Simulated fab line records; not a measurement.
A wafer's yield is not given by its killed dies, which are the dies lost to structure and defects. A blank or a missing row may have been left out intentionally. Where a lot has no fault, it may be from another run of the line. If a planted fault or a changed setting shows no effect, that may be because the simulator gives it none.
Which tool did it? / flow n5_finfet / 22 lots with 66 wafers sampled at 4 steps, on a route of 1938 steps

== WHAT THE GAUGES SHOWED, per wafer ==
N5_BEOL_M1_INSPECT_13: inspects for defects (brightfield).
lot=L075; measured=day 6 10:55; on=defect_inspect-02; raw_defect_count=668 433 657
lot=L076; measured=day 6 16:00; on=defect_inspect-02; raw_defect_count=475 448 599
lot=L077; measured=day 7 00:23; on=defect_inspect-01; raw_defect_count=336 377 414
lot=L079; measured=day 7 05:55; on=defect_inspect-01; raw_defect_count=335 425 304
lot=L078; measured=day 7 05:58; on=defect_inspect-02; raw_defect_count=355 403 374
lot=L080; measured=day 7 08:50; on=defect_inspect-02; raw_defect_count=603 570 550
lot=L081; measured=day 7 21:29; on=defect_inspect-01; raw_defect_count=450 388 444
lot=L082; measured=day 7 23:22; on=defect_inspect-02; raw_defect_count=432 401 461
lot=L083; measured=day 8 09:58; on=defect_inspect-02; raw_defect_count=367 438 538
lot=L085; measured=day 8 20:04; on=defect_inspect-01; raw_defect_count=302 320 288
lot=L086; measured=day 9 06:20; on=defect_inspect-02; raw_defect_count=605 494 428
lot=L087; measured=day 9 07:39; on=defect_inspect-02; raw_defect_count=372 378 400
lot=L088; measured=day 9 12:29; on=defect_inspect-02; raw_defect_count=382 557 701
lot=L089; measured=day 10 00:55; on=defect_inspect-02; raw_defect_count=406 310 369
lot=L091; measured=day 10 07:35; on=defect_inspect-01; raw_defect_count=321 344 358
lot=L090; measured=day 10 07:58; on=defect_inspect-01; raw_defect_count=525 381 337
lot=L092; measured=day 10 10:22; on=defect_inspect-02; raw_defect_count=579 647 510
lot=L093; measured=day 10 17:08; on=defect_inspect-01; raw_defect_count=388 378 345
lot=L094; measured=day 11 02:08; on=defect_inspect-02; raw_defect_count=461 472 348
lot=L095; measured=day 11 10:18; on=defect_inspect-01; raw_defect_count=389 384 383
lot=L096; measured=day 11 16:33; on=defect_inspect-01; raw_defect_count=364 630 547
lot=L097; measured=day 11 20:52; on=defect_inspect-02; raw_defect_count=298 547 462

N5_BEOL_M1_INSPECT_30: inspects for defects (brightfield).
lot=L075; measured=day 6 12:31; on=defect_inspect-02; raw_defect_count=653 442 684
lot=L076; measured=day 6 17:10; on=defect_inspect-01; raw_defect_count=453 429 573
lot=L077; measured=day 7 01:23; on=defect_inspect-02; raw_defect_count=359 391 406
lot=L079; measured=day 7 06:55; on=defect_inspect-02; raw_defect_count=408 449 337
lot=L078; measured=day 7 07:06; on=defect_inspect-01; raw_defect_count=322 365 332
lot=L080; measured=day 7 09:43; on=defect_inspect-01; raw_defect_count=539 517 521
lot=L081; measured=day 7 22:21; on=defect_inspect-02; raw_defect_count=487 399 508
lot=L082; measured=day 8 00:22; on=defect_inspect-01; raw_defect_count=409 363 450
lot=L083; measured=day 8 11:25; on=defect_inspect-02; raw_defect_count=383 438 520
lot=L085; measured=day 8 20:58; on=defect_inspect-01; raw_defect_count=282 339 279
lot=L086; measured=day 9 07:24; on=defect_inspect-01; raw_defect_count=596 500 377
lot=L087; measured=day 9 08:49; on=defect_inspect-02; raw_defect_count=372 383 417
lot=L088; measured=day 9 13:21; on=defect_inspect-02; raw_defect_count=368 561 682
lot=L089; measured=day 10 01:52; on=defect_inspect-02; raw_defect_count=399 309 373
lot=L091; measured=day 10 08:36; on=defect_inspect-01; raw_defect_count=331 352 357
lot=L090; measured=day 10 08:56; on=defect_inspect-01; raw_defect_count=501 381 337
lot=L092; measured=day 10 11:23; on=defect_inspect-02; raw_defect_count=632 644 500
lot=L093; measured=day 10 18:07; on=defect_inspect-01; raw_defect_count=399 379 329
lot=L094; measured=day 11 03:08; on=defect_inspect-01; raw_defect_count=438 453 312
lot=L095; measured=day 11 11:26; on=defect_inspect-02; raw_defect_count=413 428 428
lot=L096; measured=day 11 17:28; on=defect_inspect-01; raw_defect_count=365 622 570
lot=L097; measured=day 11 21:44; on=defect_inspect-02; raw_defect_count=304 551 433

== WHAT TOOL EACH LOT RAN ON (gives the tool, then ch and the chambers of the sampled wafers, and finally the start) ==
lot=L075; N5_BEOL_M1_HM_DEP_02=pvd_sputter-01, day 6 10:19; N5_BEOL_M1_ETCH_74=rie_diel-01 ch 0,1, day 6 11:07
lot=L076; N5_BEOL_M1_HM_DEP_02=pvd_sputter-02, day 6 15:31; N5_BEOL_M1_ETCH_74=rie_diel-06 ch 0,1,2, day 6 16:14
lot=L077; N5_BEOL_M1_HM_DEP_02=pvd_sputter-01, day 6 23:55; N5_BEOL_M1_ETCH_74=rie_diel-02 ch 0,1,2, day 7 00:31
lot=L079; N5_BEOL_M1_HM_DEP_02=pvd_sputter-02, day 7 05:19; N5_BEOL_M1_ETCH_74=rie_diel-01 ch 0,1,2, day 7 05:59
lot=L078; N5_BEOL_M1_HM_DEP_02=pvd_sputter-01, day 7 05:27; N5_BEOL_M1_ETCH_74=rie_diel-02 ch 0,3, day 7 06:04
lot=L080; N5_BEOL_M1_HM_DEP_02=pvd_sputter-01, day 7 08:14; N5_BEOL_M1_ETCH_74=rie_diel-02 ch 0,2,3, day 7 08:55
lot=L081; N5_BEOL_M1_HM_DEP_02=pvd_sputter-03, day 7 21:00; N5_BEOL_M1_ETCH_74=rie_diel-01 ch 0,1, day 7 21:33
lot=L082; N5_BEOL_M1_HM_DEP_02=pvd_sputter-02, day 7 22:54; N5_BEOL_M1_ETCH_74=rie_diel-06 ch 0,1,2, day 7 23:26
lot=L083; N5_BEOL_M1_HM_DEP_02=pvd_sputter-01, day 8 09:29; N5_BEOL_M1_ETCH_74=rie_diel-06 ch 0,2, day 8 10:25
lot=L085; N5_BEOL_M1_HM_DEP_02=pvd_sputter-02, day 8 19:27; N5_BEOL_M1_ETCH_74=rie_diel-06 ch 1,2, day 8 20:09
lot=L086; N5_BEOL_M1_HM_DEP_02=pvd_sputter-01, day 9 05:49; N5_BEOL_M1_ETCH_74=rie_diel-01 ch 1,3, day 9 06:24
lot=L087; N5_BEOL_M1_HM_DEP_02=pvd_sputter-01, day 9 07:07; N5_BEOL_M1_ETCH_74=rie_diel-02 ch 0,1,3, day 9 07:59
lot=L088; N5_BEOL_M1_HM_DEP_02=pvd_sputter-02, day 9 11:53; N5_BEOL_M1_ETCH_74=rie_diel-02 ch 0,2,3, day 9 12:33
lot=L089; N5_BEOL_M1_HM_DEP_02=pvd_sputter-03, day 10 00:26; N5_BEOL_M1_ETCH_74=rie_diel-06 ch 0,1, day 10 00:59
lot=L091; N5_BEOL_M1_HM_DEP_02=pvd_sputter-03, day 10 06:59; N5_BEOL_M1_ETCH_74=rie_diel-06 ch 1,2,3, day 10 07:43
lot=L090; N5_BEOL_M1_HM_DEP_02=pvd_sputter-03, day 10 07:22; N5_BEOL_M1_ETCH_74=rie_diel-02 ch 1,3, day 10 08:02
lot=L092; N5_BEOL_M1_HM_DEP_02=pvd_sputter-03, day 10 09:53; N5_BEOL_M1_ETCH_74=rie_diel-02 ch 0,1,3, day 10 10:26
lot=L093; N5_BEOL_M1_HM_DEP_02=pvd_sputter-03, day 10 16:39; N5_BEOL_M1_ETCH_74=rie_diel-01 ch 0,2,3, day 10 17:12
lot=L094; N5_BEOL_M1_HM_DEP_02=pvd_sputter-03, day 11 01:40; N5_BEOL_M1_ETCH_74=rie_diel-01 ch 0,1,2, day 11 02:12
lot=L095; N5_BEOL_M1_HM_DEP_02=pvd_sputter-01, day 11 09:50; N5_BEOL_M1_ETCH_74=rie_diel-01 ch 0,1,2, day 11 10:31
lot=L096; N5_BEOL_M1_HM_DEP_02=pvd_sputter-02, day 11 16:04; N5_BEOL_M1_ETCH_74=rie_diel-01 ch 1,2,3, day 11 16:38
lot=L097; N5_BEOL_M1_HM_DEP_02=pvd_sputter-03, day 11 20:23; N5_BEOL_M1_ETCH_74=rie_diel-02 ch 1,2, day 11 20:56
- N5_BEOL_M1_HM_DEP_02: deposits TiN, target thk 20 nm.
- N5_BEOL_M1_ETCH_74: etches underlayer in N2/H2, target depth 6.5 nm, time 5.2 s.

== WHAT THE TOOLS THEMSELVES READ (means of the sampled wafers that have a number; where no wafer has one, the mark that the record gives instead) ==
N5_BEOL_M1_HM_DEP_02.
lot=L075; tool=pvd_sputter-01; throttle_valve_pct (%)=31.6
lot=L076; tool=pvd_sputter-02; throttle_valve_pct (%)=29.4
lot=L077; tool=pvd_sputter-01; throttle_valve_pct (%)=31.5
lot=L079; tool=pvd_sputter-02; throttle_valve_pct (%)=28.9
lot=L078; tool=pvd_sputter-01; throttle_valve_pct (%)=31.4
lot=L080; tool=pvd_sputter-01; throttle_valve_pct (%)=31.3
lot=L081; tool=pvd_sputter-03; throttle_valve_pct (%)=29.6
lot=L082; tool=pvd_sputter-02; throttle_valve_pct (%)=29.8
lot=L083; tool=pvd_sputter-01; throttle_valve_pct (%)=31.6
lot=L085; tool=pvd_sputter-02; throttle_valve_pct (%)=29.1
lot=L086; tool=pvd_sputter-01; throttle_valve_pct (%)=31.0
lot=L087; tool=pvd_sputter-01; throttle_valve_pct (%)=30.8
lot=L088; tool=pvd_sputter-02; throttle_valve_pct (%)=30.1
lot=L089; tool=pvd_sputter-03; throttle_valve_pct (%)=29.6
lot=L091; tool=pvd_sputter-03; throttle_valve_pct (%)=30.8
lot=L090; tool=pvd_sputter-03; throttle_valve_pct (%)=28.8
lot=L092; tool=pvd_sputter-03; throttle_valve_pct (%)=30.6
lot=L093; tool=pvd_sputter-03; throttle_valve_pct (%)=29.8
lot=L094; tool=pvd_sputter-03; throttle_valve_pct (%)=30.1
lot=L095; tool=pvd_sputter-01; throttle_valve_pct (%)=30.9
lot=L096; tool=pvd_sputter-02; throttle_valve_pct (%)=29.4
lot=L097; tool=pvd_sputter-03; throttle_valve_pct (%)=30.6

N5_BEOL_M1_ETCH_74.
lot=L075; tool=rie_diel-01; drypump_motor_current_A (A)=5.84; etch_rf_on_time_s (s)=5.13; h2_flow_sccm (sccm)=200.5; oes_product_au (a.u.)=0.74; rf_fwd_power_W (W)=818.4; rf_vpp_V (V)=526.1; showerhead_plenum_p_Torr (Torr)=2.60; throttle_valve_pct (%)=17.62
lot=L076; tool=rie_diel-06; drypump_motor_current_A (A)=5.89; etch_rf_on_time_s (s)=5.22; h2_flow_sccm (sccm)=199.6; oes_product_au (a.u.)=0.68; rf_fwd_power_W (W)=817.2; rf_vpp_V (V)=525.8; showerhead_plenum_p_Torr (Torr)=2.56; throttle_valve_pct (%)=17.85
lot=L077; tool=rie_diel-02; drypump_motor_current_A (A)=5.89; etch_rf_on_time_s (s)=5.19; h2_flow_sccm (sccm)=199.5; oes_product_au (a.u.)=0.62; rf_fwd_power_W (W)=819.2; rf_vpp_V (V)=526.0; showerhead_plenum_p_Torr (Torr)=2.58; throttle_valve_pct (%)=17.98
lot=L079; tool=rie_diel-01; drypump_motor_current_A (A)=5.84; etch_rf_on_time_s (s)=5.22; h2_flow_sccm (sccm)=200.1; oes_product_au (a.u.)=0.73; rf_fwd_power_W (W)=820.6; rf_vpp_V (V)=523.9; showerhead_plenum_p_Torr (Torr)=2.56; throttle_valve_pct (%)=17.77
lot=L078; tool=rie_diel-02; drypump_motor_current_A (A)=5.82; etch_rf_on_time_s (s)=5.16; h2_flow_sccm (sccm)=199.8; oes_product_au (a.u.)=0.61; rf_fwd_power_W (W)=821.7; rf_vpp_V (V)=521.8; showerhead_plenum_p_Torr (Torr)=2.49; throttle_valve_pct (%)=17.98
lot=L080; tool=rie_diel-02; drypump_motor_current_A (A)=5.71; etch_rf_on_time_s (s)=5.21; h2_flow_sccm (sccm)=199.2; oes_product_au (a.u.)=0.61; rf_fwd_power_W (W)=821.2; rf_vpp_V (V)=524.8; showerhead_plenum_p_Torr (Torr)=2.57; throttle_valve_pct (%)=18.09
lot=L081; tool=rie_diel-01; drypump_motor_current_A (A)=6.03; etch_rf_on_time_s (s)=5.19; h2_flow_sccm (sccm)=200.3; oes_product_au (a.u.)=0.68; rf_fwd_power_W (W)=822.3; rf_vpp_V (V)=527.0; showerhead_plenum_p_Torr (Torr)=2.61; throttle_valve_pct (%)=17.99
lot=L082; tool=rie_diel-06; drypump_motor_current_A (A)=5.87; etch_rf_on_time_s (s)=5.24; h2_flow_sccm (sccm)=200.5; oes_product_au (a.u.)=0.66; rf_fwd_power_W (W)=823.7; rf_vpp_V (V)=522.9; showerhead_plenum_p_Torr (Torr)=2.56; throttle_valve_pct (%)=17.89
lot=L083; tool=rie_diel-06; drypump_motor_current_A (A)=5.97; etch_rf_on_time_s (s)=5.28; h2_flow_sccm (sccm)=200.4; oes_product_au (a.u.)=0.67; rf_fwd_power_W (W)=819.6; rf_vpp_V (V)=523.5; showerhead_plenum_p_Torr (Torr)=2.52; throttle_valve_pct (%)=17.76
lot=L085; tool=rie_diel-06; drypump_motor_current_A (A)=5.84; etch_rf_on_time_s (s)=5.19; h2_flow_sccm (sccm)=199.6; oes_product_au (a.u.)=0.61; rf_fwd_power_W (W)=820.2; rf_vpp_V (V)=524.7; showerhead_plenum_p_Torr (Torr)=2.61; throttle_valve_pct (%)=18.05
lot=L086; tool=rie_diel-01; drypump_motor_current_A (A)=5.77; etch_rf_on_time_s (s)=5.20; h2_flow_sccm (sccm)=200.3; oes_product_au (a.u.)=0.61; rf_fwd_power_W (W)=816.8; rf_vpp_V (V)=524.0; showerhead_plenum_p_Torr (Torr)=2.55; throttle_valve_pct (%)=17.90
lot=L087; tool=rie_diel-02; drypump_motor_current_A (A)=5.99; etch_rf_on_time_s (s)=5.11; h2_flow_sccm (sccm)=199.8; oes_product_au (a.u.)=0.61; rf_fwd_power_W (W)=818.5; rf_vpp_V (V)=525.3; showerhead_plenum_p_Torr (Torr)=2.56; throttle_valve_pct (%)=17.99
lot=L088; tool=rie_diel-02; drypump_motor_current_A (A)=5.70; etch_rf_on_time_s (s)=5.14; h2_flow_sccm (sccm)=200.0; oes_product_au (a.u.)=0.61; rf_fwd_power_W (W)=815.8; rf_vpp_V (V)=524.5; showerhead_plenum_p_Torr (Torr)=2.57; throttle_valve_pct (%)=18.11
lot=L089; tool=rie_diel-06; drypump_motor_current_A (A)=5.81; etch_rf_on_time_s (s)=5.27; h2_flow_sccm (sccm)=199.4; oes_product_au (a.u.)=0.69; rf_fwd_power_W (W)=817.2; rf_vpp_V (V)=524.3; showerhead_plenum_p_Torr (Torr)=2.54; throttle_valve_pct (%)=17.87
lot=L091; tool=rie_diel-06; drypump_motor_current_A (A)=5.88; etch_rf_on_time_s (s)=5.18; h2_flow_sccm (sccm)=201.1; oes_product_au (a.u.)=0.66; rf_fwd_power_W (W)=816.4; rf_vpp_V (V)=524.2; showerhead_plenum_p_Torr (Torr)=2.56; throttle_valve_pct (%)=18.05
lot=L090; tool=rie_diel-02; drypump_motor_current_A (A)=6.15; etch_rf_on_time_s (s)=5.03; h2_flow_sccm (sccm)=200.6; oes_product_au (a.u.)=0.61; rf_fwd_power_W (W)=820.7; rf_vpp_V (V)=527.2; showerhead_plenum_p_Torr (Torr)=2.63; throttle_valve_pct (%)=17.98
lot=L092; tool=rie_diel-02; drypump_motor_current_A (A)=6.00; etch_rf_on_time_s (s)=5.05; h2_flow_sccm (sccm)=199.7; oes_product_au (a.u.)=0.61; rf_fwd_power_W (W)=819.2; rf_vpp_V (V)=524.3; showerhead_plenum_p_Torr (Torr)=2.56; throttle_valve_pct (%)=18.00
lot=L093; tool=rie_diel-01; drypump_motor_current_A (A)=5.61; etch_rf_on_time_s (s)=5.24; h2_flow_sccm (sccm)=199.7; oes_product_au (a.u.)=0.70; rf_fwd_power_W (W)=820.4; rf_vpp_V (V)=523.9; showerhead_plenum_p_Torr (Torr)=2.51; throttle_valve_pct (%)=17.59
lot=L094; tool=rie_diel-01; drypump_motor_current_A (A)=5.86; etch_rf_on_time_s (s)=5.25; h2_flow_sccm (sccm)=199.9; oes_product_au (a.u.)=0.70; rf_fwd_power_W (W)=819.2; rf_vpp_V (V)=524.4; showerhead_plenum_p_Torr (Torr)=2.55; throttle_valve_pct (%)=17.82
lot=L095; tool=rie_diel-01; drypump_motor_current_A (A)=5.83; etch_rf_on_time_s (s)=5.27; h2_flow_sccm (sccm)=199.9; oes_product_au (a.u.)=0.69; rf_fwd_power_W (W)=821.6; rf_vpp_V (V)=525.0; showerhead_plenum_p_Torr (Torr)=2.55; throttle_valve_pct (%)=17.83
lot=L096; tool=rie_diel-01; drypump_motor_current_A (A)=5.80; etch_rf_on_time_s (s)=5.25; h2_flow_sccm (sccm)=200.4; oes_product_au (a.u.)=0.65; rf_fwd_power_W (W)=819.5; rf_vpp_V (V)=524.0; showerhead_plenum_p_Torr (Torr)=2.54; throttle_valve_pct (%)=17.94
lot=L097; tool=rie_diel-02; drypump_motor_current_A (A)=6.06; etch_rf_on_time_s (s)=5.17; h2_flow_sccm (sccm)=200.0; oes_product_au (a.u.)=0.61; rf_fwd_power_W (W)=819.0; rf_vpp_V (V)=526.3; showerhead_plenum_p_Torr (Torr)=2.64; throttle_valve_pct (%)=18.02

== THE ANSWER, worked out from the rows above alone ==
Rule: what is usual is taken from the lots themselves. Put in order of their means at a reading, lots are off if they are a third of the lots or fewer, leave a main group of 4 or more, and stand apart from it by a gap of 3 or more times the standard deviation of the main group's means; of several such gaps the widest counts. If all means in a main group match to the digits the tables above print for the reading, that group is not used. A lot without any number at a reading at which 4 lots or more have one is off too. All remaining lots with rows at the step are treated as sound. First the gauges in route order, then the tools' own readings, where a lot's mean is used as printed above. The first step at which some lot is off is used, and at that step the reading that is off furthest; a lot without a number counts as furthest.
No lot is off on any of the readings shown, so nothing can be concluded from this.

== WHAT THE SIMULATOR PUT IN ==
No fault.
